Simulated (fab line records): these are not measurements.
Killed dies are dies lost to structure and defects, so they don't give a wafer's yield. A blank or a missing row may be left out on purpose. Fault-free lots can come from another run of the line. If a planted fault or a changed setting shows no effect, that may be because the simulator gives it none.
fab line records + flow n5-finfet
record:
- lots: 14
- wafers: 42
- last-day: 20
route steps=1938 shown BEOL_M13@1670
lots that met no fault: taken from a fault-free run of the same line
start-h: hours from the record's opening day to when the first of the lot's shown wafers began + wait-h: hours elapsed since this lot's preceding step + " repeats the value in the row above + L1.1+2: several wafers, shown together as one row + - value missing, or start not given + * or withheld: withheld + < > ~ a bound
route shown NAME@n: names a module that has steps shown in the file, with the first one's number in the route + usual: mean and standard deviation over wafers with no fault + same: alike in all rows + chamber/n: place in a boat + sites: each site's reading + _std_site: standard deviation of those values + _edge_site: outer sites' mean less inner sites' + radius-mm: how far each site lies from the wafer's centre + mask NAME#n: copy n + behind: the most recent tool/chamber to have shaped the wafer + hold: what put the lot on hold/how long, in hours/how the hold closed + device: transistor that didn't switch, given as n, p or np + end of line: tests of these same wafers at the route's end + for a step that has no rows: nothing shown but its recipe + killed: at the first sort, the dies lost to defects and structure; wafer yield is something else + map: the dies of a wafer, with x for killed, . for not killed, _ for no die there
set.NAME: the setting the step ran with; set.NAME@STEP: the setting that earlier step ran with + model.NAME: the simulator's own value behind a step, which no gauge read
the route's steps for a sample of lots (tables are steps, rows are wafers)
services: a tool's chamber out of use, with start hour (start-h, from the record's first day; less than 0 if before it), hours out, and reason
== steps ==
step: N5_BEOL_M13_OVL_MEAS_11
recipe:
- points-per-wafer: 44
usual:
- V12_OVL: 1/5.3
same:
- points-per-wafer: 44
| lot.wafer | tool       | chamber | start-h | wait-h | V12_OVL[nm] |
|-----------|------------|---------|---------|--------|-------------|
| L659.3    | overlay-01 | 0       | 278.23  | 0.0    | 7           |
| L659.4    | "          | 0       | "       | "      | 0           |
| L659.5    | "          | 0       | "       | "      | 0           |
| L661.1    | overlay-02 | 0       | 302.30  | 0.0    | -5          |
| L661.3    | "          | 0       | "       | "      | -5          |
| L661.5    | "          | 0       | "       | "      | -2          |
| L657.2    | overlay-01 | 0       | 302.98  | 0.0    | -2          |
| L657.3    | "          | 0       | "       | "      | 1           |
| L657.4    | "          | 0       | "       | "      | -6          |
| L662.3    | overlay-02 | 0       | 303.82  | 0.0    | -8          |
| L662.4    | "          | 0       | "       | "      | 7           |
| L662.6    | "          | 0       | "       | "      | -7          |
| L658.1    | overlay-01 | 0       | 318.98  | 0.0    | 4           |
| L658.4    | "          | 0       | "       | "      | -6          |
| L658.5    | "          | 0       | "       | "      | -4          |
| L664.2    | overlay-02 | 0       | 319.57  | 0.0    | 5           |
| L664.3    | "          | 0       | "       | "      | 4           |
| L664.5    | "          | 0       | "       | "      | 8           |
| L666.1    | overlay-01 | 0       | 328.33  | 0.0    | -1          |
| L666.2    | "          | 0       | "       | "      | 5           |
| L666.6    | "          | 0       | "       | "      | 2           |
| L674.3    | overlay-02 | 0       | 380.37  | 0.0    | 2           |
| L674.4    | "          | 0       | "       | "      | 1           |
| L674.5    | "          | 0       | "       | "      | -1          |
| L673.1    | overlay-02 | 0       | 390.39  | 0.1    | 2           |
| L673.2    | "          | 0       | "       | "      | -4          |
| L673.6    | "          | 0       | "       | "      | -2          |
| L675.1    | overlay-02 | 0       | 391.33  | 0.0    | -4          |
| L675.3    | "          | 0       | "       | "      | 8           |
| L675.6    | "          | 0       | "       | "      | 0           |
| L676.3    | overlay-02 | 0       | 398.00  | 0.0    | 0           |
| L676.5    | "          | 0       | "       | "      | -7          |
| L676.6    | "          | 0       | "       | "      | -4          |
| L678.1    | overlay-01 | 0       | 425.66  | 0.0    | 3           |
| L678.2    | "          | 0       | "       | "      | 2           |
| L678.3    | "          | 0       | "       | "      | -2          |
| L679.1    | overlay-01 | 0       | 427.28  | 0.0    | -2          |
| L679.2    | "          | 0       | "       | "      | -8          |
| L679.4    | "          | 0       | "       | "      | -1          |
| L680.3    | overlay-01 | 0       | 449.22  | 0.0    | 3           |
| L680.5    | "          | 0       | "       | "      | 6           |
| L680.6    | "          | 0       | "       | "      | -5          |
step: N5_BEOL_M13_DEVELOP_27
recipe:
- develop-time-s: 45
- rinse-liquid: diw
- dry: air-spin
- dev-temp-c: 21
usual:
- chill-plate-temp-C: 23.01/0.1
- develop-time-s: 45/0
- developer-temp-C: 21.00/0.11
| lot.wafer | tool           | chamber | start-h | wait-h | chill-plate-temp-C | develop-time-s | developer-temp-C |
|-----------|----------------|---------|---------|--------|--------------------|----------------|------------------|
| L659.3    | litho-track-01 | 0       | 279.14  | -      | 23.02              | 45             | 20.79            |
| L659.4    | "              | 0       | "       | "      | 23.13              | 45             | 21.00            |
| L659.5    | "              | 0       | "       | "      | 22.94              | 45             | 21.01            |
| L661.1    | litho-track-04 | 0       | 303.23  | -      | 22.95              | 45             | 20.82            |
| L661.3    | "              | 0       | "       | "      | 23.10              | 45             | 20.85            |
| L661.5    | "              | 0       | "       | "      | 22.89              | 45             | 21.05            |
| L657.2    | litho-track-04 | 0       | 303.79  | -      | 22.85              | 45             | 21.14            |
| L657.3    | "              | 0       | "       | "      | 22.92              | 45             | 20.95            |
| L657.4    | "              | 0       | "       | "      | 23.02              | 45             | 20.91            |
| L662.3    | litho-track-03 | 0       | 304.87  | -      | 23.06              | 45             | 21.03            |
| L662.4    | "              | 0       | "       | "      | 23.08              | 45             | 21.05            |
| L662.6    | "              | 0       | "       | "      | 23.12              | 45             | 21.09            |
| L658.1    | litho-track-04 | 0       | 319.79  | -      | 23.00              | 45             | 21.01            |
| L658.4    | "              | 0       | "       | "      | 22.80              | 45             | 21.02            |
| L658.5    | "              | 0       | "       | "      | 22.81              | 45             | 21.10            |
| L664.2    | litho-track-04 | -       | 320.56  | -      | -                  | -              | -                |
| L664.3    | "              | -       | "       | "      | -                  | -              | -                |
| L664.5    | "              | -       | "       | "      | -                  | -              | -                |
| L666.1    | litho-track-03 | -       | 329.26  | -      | -                  | -              | -                |
| L666.2    | "              | -       | "       | "      | -                  | -              | -                |
| L666.6    | "              | -       | "       | "      | -                  | -              | -                |
| L674.3    | litho-track-03 | 0       | 381.42  | -      | 23.15              | 45             | 20.91            |
| L674.4    | "              | 0       | "       | "      | 22.97              | 45             | 20.99            |
| L674.5    | "              | 0       | "       | "      | 23.00              | 45             | 20.95            |
| L673.1    | litho-track-03 | 0       | 391.24  | -      | 23.00              | 45             | 21.09            |
| L673.2    | "              | 0       | "       | "      | 23.10              | 45             | 21.23            |
| L673.6    | "              | 0       | "       | "      | 23.06              | 45             | 21.09            |
| L675.1    | litho-track-01 | 0       | 392.26  | -      | 23.30              | 45             | 21.04            |
| L675.3    | "              | 0       | "       | "      | 23.10              | 45             | 21.06            |
| L675.6    | "              | 0       | "       | "      | 23.16              | 45             | 21.09            |
| L676.3    | litho-track-04 | 0       | 398.80  | -      | 22.90              | 45             | 20.98            |
| L676.5    | "              | 0       | "       | "      | 22.68              | 45             | 20.90            |
| L676.6    | "              | 0       | "       | "      | 22.92              | 45             | 21.08            |
| L678.1    | litho-track-01 | 0       | 426.64  | -      | 23.02              | 45             | 21.13            |
| L678.2    | "              | 0       | "       | "      | 23.10              | 45             | 21.02            |
| L678.3    | "              | 0       | "       | "      | 23.01              | 45             | 20.96            |
| L679.1    | litho-track-01 | 0       | 428.14  | -      | 23.02              | 45             | 21.16            |
| L679.2    | "              | 0       | "       | "      | 23.01              | 45             | 20.95            |
| L679.4    | "              | 0       | "       | "      | 22.98              | 45             | 21.04            |
| L680.3    | litho-track-03 | 0       | 450.15  | -      | 22.88              | 45             | 21.09            |
| L680.5    | "              | 0       | "       | "      | 22.96              | 45             | 21.15            |
| L680.6    | "              | 0       | "       | "      | 23.04              | 45             | 21.19            |
step: N5_BEOL_M13_STRIP_37
recipe:
- chemistry: N2/H2
- power-w: 1000
- temp-c: 250
- h2-frac: 0.65
- overash-fraction: 0.3
- pressure-mtorr: withheld
- n2-flow-sccm: 1750
- h2-flow-sccm: 3250
usual:
- drypump-motor-current-A: 5.85/0.067
- heater-power-w: 318/31
- oes-product-au: 0.783/0.0098
- temp-c: 250.00/0.2
| lot.wafer | tool            | chamber | start-h | wait-h | drypump-motor-current-A | heater-power-w | oes-product-au | rf-hours-counter-h | temp-c |
|-----------|-----------------|---------|---------|--------|-------------------------|----------------|----------------|--------------------|--------|
| L659.3    | plasma-asher-02 | 0       | 280.05  | 0.1    | 5.78                    | 334            | 0.783          | -                  | 250.11 |
| L659.4    | "               | 1       | "       | "      | 5.78                    | 270            | 0.810          | -                  | 250.30 |
| L659.5    | "               | 0       | "       | "      | 5.82                    | 327            | 0.791          | -                  | 249.93 |
| L661.1    | plasma-asher-01 | 1       | 304.05  | 0.0    | 5.87                    | 351            | 0.773          | 83                 | 250.12 |
| L661.3    | "               | 0       | "       | "      | 5.93                    | 296            | 0.796          | -                  | 249.85 |
| L661.5    | "               | 1       | "       | "      | 5.92                    | 350            | 0.784          | -                  | 249.96 |
| L657.2    | plasma-asher-02 | 0       | 304.89  | 0.0    | 5.76                    | 323            | 0.762          | 133                | 250.13 |
| L657.3    | "               | 0       | "       | "      | 5.77                    | 331            | 0.793          | -                  | 250.05 |
| L657.4    | "               | 1       | "       | "      | 5.76                    | 269            | 0.790          | -                  | 249.98 |
| L662.3    | plasma-asher-01 | 1       | 305.80  | 0.1    | 5.85                    | 354            | 0.791          | -                  | 250.31 |
| L662.4    | "               | 0       | "       | "      | 5.92                    | 304            | 0.771          | -                  | 250.47 |
| L662.6    | "               | 0       | "       | "      | 5.96                    | 299            | 0.799          | -                  | 250.27 |
| L658.1    | plasma-asher-02 | 1       | 320.60  | 0.0    | 5.81                    | 266            | 0.790          | 136                | 249.87 |
| L658.4    | "               | 0       | "       | "      | 5.80                    | 329            | 0.782          | -                  | 250.04 |
| L658.5    | "               | 1       | "       | "      | 5.84                    | 268            | 0.788          | -                  | 249.81 |
| L664.2    | plasma-asher-01 | 1       | 321.37  | 0.0    | 5.82                    | 356            | 0.768          | 86                 | 250.09 |
| L664.3    | "               | 1       | "       | "      | 5.82                    | 357            | 0.785          | -                  | 249.76 |
| L664.5    | "               | 0       | "       | "      | 5.92                    | 313            | 0.783          | -                  | 250.23 |
| L666.1    | plasma-asher-02 | 1       | 330.08  | 0.0    | 5.83                    | 268            | 0.786          | 138                | 249.83 |
| L666.2    | "               | 0       | "       | "      | 5.78                    | 333            | 0.780          | 138                | 249.72 |
| L666.6    | "               | 1       | "       | "      | 5.82                    | 271            | 0.782          | -                  | 250.15 |
| L674.3    | plasma-asher-02 | 1       | 382.25  | 0.1    | 5.81                    | 266            | 0.792          | -                  | 249.97 |
| L674.4    | "               | 0       | "       | "      | 5.78                    | 327            | 0.769          | -                  | 250.11 |
| L674.5    | "               | 1       | "       | "      | 5.79                    | 281            | 0.770          | -                  | 250.04 |
| L673.1    | plasma-asher-01 | 1       | 392.15  | 0.1    | 5.85                    | 345            | 0.786          | 101                | 249.87 |
| L673.2    | "               | 0       | "       | "      | 5.87                    | 308            | 0.787          | 101                | 249.89 |
| L673.6    | "               | 0       | "       | "      | 5.91                    | 304            | 0.786          | -                  | 250.13 |
| L675.1    | plasma-asher-01 | 1       | 393.08  | 0.0    | 5.82                    | 351            | 0.794          | 101                | 249.95 |
| L675.3    | "               | 1       | "       | "      | 5.87                    | 350            | 0.773          | -                  | 250.14 |
| L675.6    | "               | 1       | "       | "      | 5.85                    | 358            | 0.766          | -                  | 250.29 |
| L676.3    | plasma-asher-01 | 0       | 399.64  | 0.1    | 5.91                    | 303            | 0.767          | -                  | 249.74 |
| L676.5    | "               | 1       | "       | "      | 5.85                    | 348            | 0.788          | -                  | 249.61 |
| L676.6    | "               | 0       | "       | "      | 5.96                    | 308            | 0.783          | -                  | 250.05 |
| L678.1    | plasma-asher-01 | 1       | 427.46  | 0.0    | 5.89                    | 360            | 0.770          | 108                | 250.18 |
| L678.2    | "               | 0       | "       | "      | 5.87                    | 320            | 0.781          | 108                | 250.09 |
| L678.3    | "               | 0       | "       | "      | 5.95                    | 314            | 0.781          | -                  | 249.83 |
| L679.1    | plasma-asher-02 | 0       | 429.34  | 0.0    | 5.73                    | 327            | 0.790          | 156                | 250.15 |
| L679.2    | "               | 1       | "       | "      | 5.81                    | 263            | 0.770          | 156                | 249.72 |
| L679.4    | "               | 1       | "       | "      | 5.78                    | 268            | 0.786          | -                  | 249.98 |
| L680.3    | plasma-asher-01 | 1       | 451.03  | 0.1    | 5.88                    | 357            | 0.774          | -                  | 250.31 |
| L680.5    | "               | 0       | "       | "      | 5.93                    | 306            | 0.786          | -                  | 250.18 |
| L680.6    | "               | 1       | "       | "      | 5.91                    | 352            | 0.790          | -                  | 249.99 |
step: N5_BEOL_M13_ETCH_38
recipe:
- chemistry: CF4/N2
- target: SiCN
- target-depth-a: 675
- taper-deg: 2
- time-s: 71.9
- ion-energy-ev: 150
- mask-material: SiO2
- pressure-mtorr: 40
- source-w: 430
- bias-w: 70
- Ar_flow_sccm: 100
- cf4-flow-sccm: 60
- n2-flow-sccm: 60
usual:
- drypump-motor-current-A: 5.7/0.44
- oes-product-au: 0.83/0.082
- rf-vpp-V: 381.6/1.7
- showerhead-plenum-p-Torr: 2.19/0.065
- throttle-valve-pct: 15.45/0.17
| lot.wafer | tool        | chamber | start-h | wait-h | drypump-motor-current-A | oes-product-au | rf-hours-counter-h | rf-vpp-V | showerhead-plenum-p-Torr | throttle-valve-pct |
|-----------|-------------|---------|---------|--------|-------------------------|----------------|--------------------|----------|--------------------------|--------------------|
| L659.3    | rie-diel-05 | 2       | 283.45  | -      | 5.5                     | 0.75           | 173                | 378.4    | 2.12                     | 15.56              |
| L659.4    | "           | 1       | "       | "      | 5.9                     | 0.85           | 85                 | 384.1    | 2.32                     | 15.65              |
| L659.5    | "           | 0       | "       | "      | 4.7                     | 0.69           | -                  | 382.1    | 2.27                     | 15.75              |
| L661.1    | rie-diel-01 | 1       | 304.17  | -      | 6.2                     | 0.71           | 238                | 383.4    | 2.25                     | 15.44              |
| L661.3    | "           | 2       | "       | "      | 5.1                     | 0.84           | 76                 | 382.4    | 2.24                     | 15.33              |
| L661.5    | "           | 2       | "       | "      | 5.1                     | 0.83           | -                  | 383.2    | 2.24                     | 15.32              |
| L657.2    | rie-diel-01 | 3       | 307.60  | -      | 6.3                     | 0.83           | 67                 | 381.0    | 2.16                     | 15.49              |
| L657.3    | "           | 2       | "       | "      | 5.1                     | 0.83           | 78                 | 383.8    | 2.24                     | 15.34              |
| L657.4    | "           | 0       | "       | "      | 6.1                     | 0.89           | 25                 | 383.5    | 2.27                     | 15.56              |
| L662.3    | rie-diel-04 | 2       | 307.96  | -      | 5.5                     | 0.75           | 173                | 379.5    | 2.11                     | 15.41              |
| L662.4    | "           | 2       | "       | "      | 5.5                     | 0.74           | -                  | 378.8    | 2.11                     | 15.40              |
| L662.6    | "           | 0       | "       | "      | 5.8                     | 0.95           | -                  | 382.0    | 2.17                     | 15.33              |
| L658.1    | rie-diel-04 | 1       | 324.82  | -      | 5.8                     | 0.79           | 108                | 380.6    | 2.13                     | 15.47              |
| L658.4    | "           | 2       | "       | "      | 5.5                     | 0.73           | -                  | 379.9    | 2.11                     | 15.41              |
| L658.5    | "           | 0       | "       | "      | 5.8                     | 0.91           | -                  | 381.4    | 2.17                     | 15.35              |
| L664.2    | rie-diel-04 | 2       | 327.67  | -      | 5.5                     | 0.73           | 179                | 380.4    | 2.11                     | 15.41              |
| L664.3    | "           | 3       | "       | "      | 5.8                     | 1.01           | 0                  | 381.2    | 2.19                     | 15.49              |
| L664.5    | "           | 1       | "       | "      | 5.7                     | 0.80           | -                  | 381.0    | 2.13                     | 15.49              |
| L666.1    | rie-diel-04 | 2       | 337.08  | -      | 5.5                     | 0.75           | 181                | 379.2    | 2.11                     | 15.40              |
| L666.2    | "           | 1       | "       | "      | 5.8                     | 0.80           | 111                | 380.2    | 2.13                     | 15.50              |
| L666.6    | "           | 2       | "       | "      | 5.5                     | 0.75           | -                  | 382.6    | 2.11                     | 15.42              |
| L674.3    | rie-diel-01 | 3       | 384.12  | -      | 6.3                     | 0.81           | 94                 | 382.3    | 2.15                     | 15.53              |
| L674.4    | "           | 1       | "       | "      | 6.2                     | 0.98           | -                  | 382.9    | 2.24                     | 14.97              |
| L674.5    | "           | 3       | "       | "      | 6.3                     | 0.80           | -                  | 379.8    | 2.15                     | 15.54              |
| L673.1    | rie-diel-01 | 1       | 396.13  | -      | 6.1                     | 0.97           | 12                 | 383.5    | 2.24                     | 15.00              |
| L673.2    | "           | 0       | "       | "      | 6.2                     | 0.84           | 53                 | 384.1    | 2.26                     | 15.60              |
| L673.6    | "           | 1       | "       | "      | 6.2                     | 0.98           | -                  | 383.3    | 2.24                     | 15.00              |
| L675.1    | rie-diel-05 | 0       | 398.69  | -      | 4.7                     | 0.97           | 8                  | 383.0    | 2.26                     | 15.29              |
| L675.3    | "           | 3       | "       | "      | 5.0                     | 0.80           | 98                 | 379.3    | 2.14                     | 15.38              |
| L675.6    | "           | 1       | "       | "      | 5.9                     | 0.80           | -                  | 386.1    | 2.31                     | 15.73              |
| L676.3    | rie-diel-01 | 0       | 399.74  | -      | 6.1                     | 0.84           | 54                 | 381.7    | 2.25                     | 15.61              |
| L676.5    | "           | 1       | "       | "      | 6.1                     | 0.97           | -                  | 382.2    | 2.24                     | 15.00              |
| L676.6    | "           | 0       | "       | "      | 6.1                     | 0.83           | -                  | 383.3    | 2.25                     | 15.63              |
| L678.1    | rie-diel-04 | 0       | 430.20  | -      | 5.8                     | 0.87           | 36                 | 382.2    | 2.16                     | 15.38              |
| L678.2    | "           | 2       | "       | "      | 5.5                     | 0.71           | 206                | 379.9    | 2.10                     | 15.47              |
| L678.3    | "           | 1       | "       | "      | 5.7                     | 0.77           | 142                | 379.9    | 2.12                     | 15.55              |
| L679.1    | rie-diel-01 | 3       | 431.07  | -      | 6.3                     | 0.79           | 108                | 380.4    | 2.14                     | 15.58              |
| L679.2    | "           | 0       | "       | "      | 6.1                     | 0.82           | 63                 | 382.8    | 2.25                     | 15.61              |
| L679.4    | "           | 1       | "       | "      | 6.1                     | 0.93           | 21                 | 383.2    | 2.24                     | 15.02              |
| L680.3    | rie-diel-05 | 1       | 451.19  | -      | 5.9                     | 0.78           | 138                | 385.2    | 2.30                     | 15.76              |
| L680.5    | "           | 1       | "       | "      | 5.9                     | 0.79           | -                  | 384.8    | 2.30                     | 15.75              |
| L680.6    | "           | 2       | "       | "      | 5.5                     | 0.70           | -                  | 379.0    | 2.10                     | 15.66              |
== services ==
| tool            | chamber | start-h | hours | kind                          |
|-----------------|---------|---------|-------|-------------------------------|
| rie-diel-04     | 0       | 277.96  | -     | clean                         |
| rie-diel-04     | 0       | 277.96  | -     | consumable-replace:focus-ring |
| rie-diel-04     | 0       | 277.96  | 19.5  | scheduled-down                |
| rie-diel-04     | 0       | 277.96  | 19.5  | vent-cycle                    |
| rie-diel-04     | 3       | 297.44  | -     | clean                         |
| rie-diel-04     | 3       | 297.44  | -     | consumable-replace:focus-ring |
| rie-diel-04     | 3       | 297.44  | 27.5  | scheduled-down                |
| rie-diel-04     | 3       | 297.44  | 27.5  | vent-cycle                    |
| rie-diel-01     | 0       | 301.70  | 3.2   | repair                        |
| rie-diel-01     | 1       | 338.42  | -     | clean                         |
| rie-diel-01     | 1       | 338.42  | -     | consumable-replace:focus-ring |
| rie-diel-01     | 1       | 338.42  | 24.1  | scheduled-down                |
| rie-diel-01     | 1       | 338.42  | 24.1  | vent-cycle                    |
| plasma-asher-01 | -       | 341.28  | 3.9   | repair                        |
| rie-diel-05     | 0       | 365.49  | -     | clean                         |
| rie-diel-05     | 0       | 365.49  | -     | consumable-replace:focus-ring |
| rie-diel-05     | 0       | 365.49  | 13.6  | scheduled-down                |
| rie-diel-01     | 0       | 378.42  | 9.6   | repair                        |
| rie-diel-05     | 3       | 378.97  | 14.3  | repair                        |
| rie-diel-05     | 0       | 379.15  | 1.6   | repair                        |
| rie-diel-04     | 0       | 399.11  | 26.0  | repair                        |
| rie-diel-04     | 2       | 402.36  | 8.4   | repair                        |
| rie-diel-05     | 3       | 430.73  | 9.2   | repair                        |
| rie-diel-05     | 0       | 449.83  | 7.7   | repair                        |
== key ==
first-sign:
- step: N5_BEOL_M13_DEVELOP_27
- reading: tool-record
- direction: missing
effect none on later readings
met-at N5_BEOL_M13_DEVELOP_27
struck-lots L664,L666
later-rows-left-out L664.2,L664.3,L664.5,L666.1,L666.2,L666.6
sort-left-out L664.2,L664.3,L664.5,L666.1,L666.2,L666.6
not-acting-at N5_BEOL_M13_OVL_MEAS_11,N5_BEOL_M13_STRIP_37,N5_BEOL_M13_ETCH_38
onset-between 304.87 320.56
fault:
- kind: skipped-step-whole
- tool: litho-track-03,litho-track-04
- chamber: -
- onset-h: 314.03
- steps: N5_BEOL_M13_DEVELOP_27
- scope: struck-lots-only
sort-left-out: the simulated sort isn't trusted on such a fault, so these wafers' sort isn't shown, and their yield isn't known
later-rows-left-out: the simulator's readings of these wafers behind a module that went badly wrong aren't trusted and aren't shown, but for the sort
